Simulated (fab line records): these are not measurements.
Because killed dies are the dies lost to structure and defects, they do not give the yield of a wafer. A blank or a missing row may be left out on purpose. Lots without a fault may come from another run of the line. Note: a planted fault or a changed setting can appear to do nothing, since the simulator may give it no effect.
Matching of chambers || flow nand_harc || pecvd-02 running NHARC_A_M1_DEP_33: 3 sister chambers
The step deposits SiCN, target thk 30 nm. 3 wafers are shown with their chamber, then 8 later ones without.

EACH WAFER AND ITS CHAMBER
{"wafer": "L085.5", "chamber": 1, "heater_power_w (W)": 463}
{"wafer": "L085.6", "chamber": 0, "heater_power_w (W)": 732}
{"wafer": "L088.3", "chamber": 2, "heater_power_w (W)": 619}

WAFERS WITH NO CHAMBER GIVEN
{"wafer": "L088.4", "heater_power_w (W)": 694}
{"wafer": "L088.6", "heater_power_w (W)": 601}
{"wafer": "L090.4", "heater_power_w (W)": 456}
{"wafer": "L090.5", "heater_power_w (W)": 594}
{"wafer": "L090.6", "heater_power_w (W)": 703}
{"wafer": "L092.2", "heater_power_w (W)": 488}
{"wafer": "L092.4", "heater_power_w (W)": 570}
{"wafer": "L092.6", "heater_power_w (W)": 779}

EACH ONE'S CHAMBER
{"wafer": "L088.4", "from the rows above": "can't be placed: 0 or 2", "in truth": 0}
{"wafer": "L088.6", "from the rows above": 2, "in truth": 2}
{"wafer": "L090.4", "from the rows above": 1, "in truth": 1}
{"wafer": "L090.5", "from the rows above": 2, "in truth": 2}
{"wafer": "L090.6", "from the rows above": "can't be placed: 0 or 2", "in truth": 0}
{"wafer": "L092.2", "from the rows above": 1, "in truth": 1}
{"wafer": "L092.4", "from the rows above": "can't be placed: 2 or 1", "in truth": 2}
{"wafer": "L092.6", "from the rows above": 0, "in truth": 0}
Correctly placed: 5 of 8. Not placeable from these rows: 3 (in 3, the candidates include the true chamber). Number placed wrongly: 0.
How it was worked out, from the rows above alone: a wafer's distance from a chamber is the root of the sum, over the readings, of the square of ((its reading less the chamber's mean) divided by the reading's scatter). The wafer belongs to the nearest chamber; if the next one is less than 2 further off, it can't be placed. A chamber's mean is the mean of its shown wafers. The scatter: with one shown wafer a chamber, the root of the mean of the squares of how far each hidden wafer lies from its nearest shown one.
